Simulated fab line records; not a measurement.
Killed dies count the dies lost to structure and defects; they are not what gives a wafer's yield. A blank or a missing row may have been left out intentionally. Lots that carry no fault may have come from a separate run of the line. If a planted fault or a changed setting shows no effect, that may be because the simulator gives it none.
A lot that was struck, set against a sound lot -- flow nand harc -- 14 steps out of a route of 1302
Sound: these wafers, L647.1, L647.2, L647.5. Wafers L665.2, L665.5, L665.6 were the ones struck. The cause comes at the end.
For every step that has rows: the tool of each side, followed by ch and its chambers, followed by its first start. Under that, the readings that differ: sound wafers -- struck wafers -- difference of the means -- sigmas: that difference in standard deviations of wafers without a fault.
alike: a reading whose means differ by less than 2 such deviations, as well as words and numbers matching on both sides. not compared: withheld readings; readings where some wafer has no value; bounds like >300 that might hide an equal value; numbers whose values overlap and for which the record gives no deviation.
Wherever a step has rows on one side only, a row that says differs or no value, or a row with sigmas, the two part there. Non-overlapping numbers with no deviation appear without sigmas and do not part them. A reading that every wafer of one side lacks parts them only if that side has two wafers or more.

first, 4 steps without rows for these wafers: NHARC_P_BONDPAD_EBR_05; NHARC_P_BONDPAD_EXPOSE_06 (exposes mask P BPAD); NHARC_P_BONDPAD_PEB_07 (peb time 80 s); NHARC_P_BONDPAD_DEVELOP_08 (time 50 s).
NHARC_P_BONDPAD_CD_MEAS_09: target cd 500 nm.
  sound on cd sem-01 ch 0, day 7 07:49; struck on cd sem-03 ch 0, day 14 10:22
  alike: cd nm
NHARC_P_BONDPAD_OVL_MEAS_38:
  sound on overlay-02, day 7 07:53; struck on overlay-02, day 14 10:27
  alike: overlay x nm, overlay y nm
then, 1 step without rows for these wafers: NHARC_P_BONDPAD_HARDBAKE_10 (time 65 s).
NHARC_P_BONDPAD_DESCUM_11: chemistry O2, time 3 s.
  sound on rie diel-02 ch 0,3, day 7 08:01; struck on rie diel-02 ch 2,3, day 14 10:34
  alike: drypump motor current A, mfc ar sccm, oes product au, rf vpp V, showerhead plenum p Torr, throttle valve pct
  not compared: rf hours counter h
NHARC_P_BONDPAD_ETCH_37: etches the open film in N2/H2, target depth 60 nm, overetch 18 nm, time 65.91 s.
  sound on rie diel-02 ch 0,1, day 7 08:07; struck on rie diel-02 ch 1,2,3, day 14 10:41
  alike: drypump motor current A, mfc ar sccm, oes product au, rf vpp V, run length s, showerhead plenum p Torr, throttle valve pct
  not compared: rf hours counter h
NHARC_P_BONDPAD_ETCH_12: etches the open film in CHF3/O2, target depth 200 nm, time 100 s.
  sound on rie diel-02 ch 0,1,3; struck on rie diel-02 ch 1,2,3
  alike: chf3 flow sccm, drypump motor current A, mfc ar sccm, oes product au, rf vpp V, run length s, showerhead plenum p Torr, throttle valve pct
  not compared: rf hours counter h
NHARC_P_BONDPAD_CD_MEAS_13:
  sound on cd sem-01, day 7 08:23; struck on cd sem-02, day 14 10:53
  alike: cd nm
NHARC_P_BONDPAD_STRIP_15: strips in O2.
  sound on rie diel-13 ch 0,1,3, day 7 08:28; struck on rie diel-13 ch 0,1, day 14 10:59
  alike: drypump motor current A, mfc ar sccm, oes product au, rf vpp V, showerhead plenum p Torr, throttle valve pct
  not compared: rf hours counter h
NHARC_P_BONDPAD_ETCH_24: etches the open film in CF4/N2, target depth 30 nm, time 72.99 s.
  sound on rie diel-13 ch 0,1,2, day 7 08:37; struck on rie diel-13 ch 0,2,3, day 14 11:08
reading,sound,struck,difference,sigmas
run length s (s),94.1 94.3 95.0,72.9 72.9 73.2,-21.5,-49
  alike: drypump motor current A, mfc ar sccm, oes product au, rf vpp V, showerhead plenum p Torr, throttle valve pct
  not compared: rf hours counter h
then, 1 step without rows for these wafers: NHARC_P_BONDPAD_STRIP_16 (strips in post etch residue remover, time 600 s).

== WHERE THEY PART ==
NHARC_P_BONDPAD_ETCH_24 only, going by this record.

WHY: what the simulator had put in
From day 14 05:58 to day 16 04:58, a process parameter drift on rie diel-13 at NHARC_P_BONDPAD_ETCH_24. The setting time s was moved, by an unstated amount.
